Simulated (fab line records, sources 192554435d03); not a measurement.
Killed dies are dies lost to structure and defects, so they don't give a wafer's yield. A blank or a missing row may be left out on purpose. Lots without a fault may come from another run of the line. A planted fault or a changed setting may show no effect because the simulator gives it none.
A struck lot beside a sound one | flow n5_finfet | 40 steps out of a route of 1938
Sound: wafers L670.1, L670.2, L670.6. Struck: wafers L660.2, L660.4, L660.5. The cause comes at the end.
At each step with rows: each side's tool, then ch and its chambers, then its first start. Under that, the readings that differ: sound wafers | struck wafers | difference of the means | sigmas: that difference in standard deviations of wafers without a fault.
alike: readings whose means differ by less than 2 such deviations, and words and numbers that are the same on both sides. not compared: withheld readings, readings that some wafer has no value for, bounds like >300 that may hide the same value, and numbers for which the record gives no deviation and whose values overlap.
The two part at a step that has a row with sigmas, a row that says differs or no value, or rows on one side only. Numbers that don't overlap but have no deviation are shown without sigmas and don't part them. A reading that every wafer of one side lacks parts them only if that side has two wafers or more.

first, 9 steps without rows for these wafers: N5_STI_FIN_REVEAL_SRD_23 (time 30 s); N5_STI_FIN_REVEAL_PRECLEAN_18 (cleans in SC2, time 45 s); N5_STI_FIN_REVEAL_SRD_28 (time 30 s); N5_DUMMY_GATE_PRECLEAN_00 (cleans in O3/DIW, time 60 s); N5_DUMMY_GATE_SRD_01 (time 30 s); N5_DUMMY_GATE_ALD_02 (deposits SiO2, target thk 2 nm, pulse time 1 s); N5_DUMMY_GATE_CVD_03 (deposits a-Si from SiH4, target thk 150 nm, time 8042 s); N5_DUMMY_GATE_PRECLEAN_46 (cleans in DIW, time 89.5 s); N5_DUMMY_GATE_SRD_47 (dry time 32 s).
N5_DUMMY_GATE_CMP_04: polishes a-Si.
  sound on cmp-01 ch 0,1,3, day 7 01:06; struck on cmp-03 ch 0,1,3, day 4 11:30
  no value came back on the struck wafers for edge_zone_pressure_frac, motor_current_A (A), time_to_endpoint_s (s); on the sound wafers edge_zone_pressure_frac reads 0.996 0.993 0.995
  reading                                     | sound          | struck          | difference | sigmas
  model.a-Si_of_DUMMY_GATE_CVD_03.thk_nm (nm) | 73.2 72.6 73.6 | 149.4 149.6 150 | +76.5      |
N5_DUMMY_GATE_THK_MEAS_05:
  sound on film_metro-01, day 7 01:17; struck on film_metro-02, day 4 11:43
  reading     | sound          | struck            | difference | sigmas
  thk_nm (nm) | 73.2 72.6 73.5 | 149.2 149.5 150.0 | +76.5      | +87
then, 23 steps without rows for these wafers: N5_DUMMY_GATE_HM_DEP_06 (deposits SiNx from DCS/NH3, target thk 80 nm, time 5141 s); N5_DUMMY_GATE_PECVD_30 (deposits SiO2 from TEOS/O2, target thk 55 nm, time 10.8 s); N5_DUMMY_GATE_COAT_34 (time 60 s, resist thk 60 nm); N5_DUMMY_GATE_COAT_35 (time 60 s, resist thk 10 nm); N5_DUMMY_GATE_COAT_28 (time 60 s, resist thk 10 nm); N5_DUMMY_GATE_COAT_09 (resist thk 30 nm); N5_DUMMY_GATE_EBR_11; N5_DUMMY_GATE_SOFTBAKE_10 (time 60 s); N5_DUMMY_GATE_EXPOSE_12 (exposes mask GATE, target cd 25 nm); N5_DUMMY_GATE_PEB_13 (peb time 60 s); N5_DUMMY_GATE_DEVELOP_14 (develop time 30 s); N5_DUMMY_GATE_DESCUM_20 (chemistry O2, time 6.2 s); N5_DUMMY_GATE_ETCH_29 (etches underlayer in N2/H2, target depth 13 nm); N5_DUMMY_GATE_ETCH_36 (etches SiARC in CF4, target depth 13 nm); N5_DUMMY_GATE_ETCH_37 (etches SOC in N2/H2, target depth 60 nm, overetch 30 nm); N5_DUMMY_GATE_STRIP_38 (strips in N2/H2); N5_DUMMY_GATE_STRIP_39 (strips in N2/H2); N5_DUMMY_GATE_TRIM_49 (chemistry O2, time 29 s, target cd 14 nm); N5_DUMMY_GATE_STRIP_40 (strips in CF4); N5_DUMMY_GATE_ETCH_31 (etches SiO2 in C4F6/O2, target depth 82.5 nm, time 27.5 s); N5_DUMMY_GATE_STRIP_41 (strips in O2); N5_DUMMY_GATE_HM_OPEN_21 (chemistry CH3F/O2, target SiNx, target depth 120 nm, time 171.4 s); N5_DUMMY_GATE_ETCH_32 (etches SiO2 in CF4, target depth 3.5 nm, time 3.9 s).
N5_DUMMY_GATE_ETCH_23: etches poly-Si in HBr/Cl2/O2, target depth 41 nm, time 22.3 s.
  sound on rie_si-01 ch 0,1, day 7 06:32; struck on rie_si-01 ch 0,1,2, day 4 17:13
  reading               | sound             | struck            | difference | sigmas
  oes_product_au (a.u.) | 1.003 0.987 1.001 | 1.298 1.289 1.314 | +0.303     | +17
  alike: drypump_motor_current_A, throttle_valve_pct
  not compared: rf_hours_counter_h
N5_DUMMY_GATE_ETCH_44: etches poly-Si in HBr/O2, stops on SiO2, target depth 127.5 nm.
  sound on rie_si-01 ch 0,1, day 7 06:36; struck on rie_si-01 ch 0,1,2, day 4 17:17
  reading                                | sound             | struck            | difference | sigmas
  oes_product_au (a.u.)                  | 0.732 0.721 0.736 | 1.622 1.570 1.619 | +0.874     | +67
  model.etch.depth_nm (nm)               | 73.14 72.6 73.52  | 130 125.3 127.2   | +54        |
  model.DUMMY_GATE.feature_depth_nm (nm) | 73.2 72.6 73.6    | 130 125.2 127.2   | +54        |
  alike: drypump_motor_current_A, throttle_valve_pct
  not compared: rf_hours_counter_h
N5_DUMMY_GATE_ETCH_42: etches SiO2 in CHF3/O2, target depth 3.5 nm, time 31 s.
  sound on rie_diel-03 ch 0,1,2, day 7 06:46; struck on rie_diel-03 ch 0,3, day 4 17:28
  reading               | sound          | struck         | difference | sigmas
  oes_product_au (a.u.) | 0.75 0.78 0.74 | 0.27 0.28 0.27 | -0.48      | -8
  alike: drypump_motor_current_A, rf_vpp_V, showerhead_plenum_p_Torr, throttle_valve_pct
  not compared: rf_hours_counter_h
N5_DUMMY_GATE_INSPECT_27: inspects for defects (brightfield).
  sound on defect_inspect-02, day 7 06:59; struck on defect_inspect-02, day 4 17:41
  reading          | sound       | struck         | difference | sigmas
  raw_defect_count | 353 214 187 | 2651 2914 2715 | +2509      | +35
N5_BEOL_M4_RC_MEAS_101:
  the record has rows for the sound wafers here (prober-01 ch 0, day 13 14:28) and none for the struck ones
-- the record jumps here: 11 days lie between the struck wafers' starts before and after (it left off in module BEOL_M4 and takes up again in module PASSIVATION, whose first step shown is number 1936 of the route) --
N5_PASSIVATION_PROBE_49:
  the record has rows for the struck wafers here (prober-02, day 15 19:58) and none for the sound ones

WHERE THEY PART
First at N5_DUMMY_GATE_CMP_04; last, within this record, at N5_PASSIVATION_PROBE_49.

WHY: what the simulator had put in
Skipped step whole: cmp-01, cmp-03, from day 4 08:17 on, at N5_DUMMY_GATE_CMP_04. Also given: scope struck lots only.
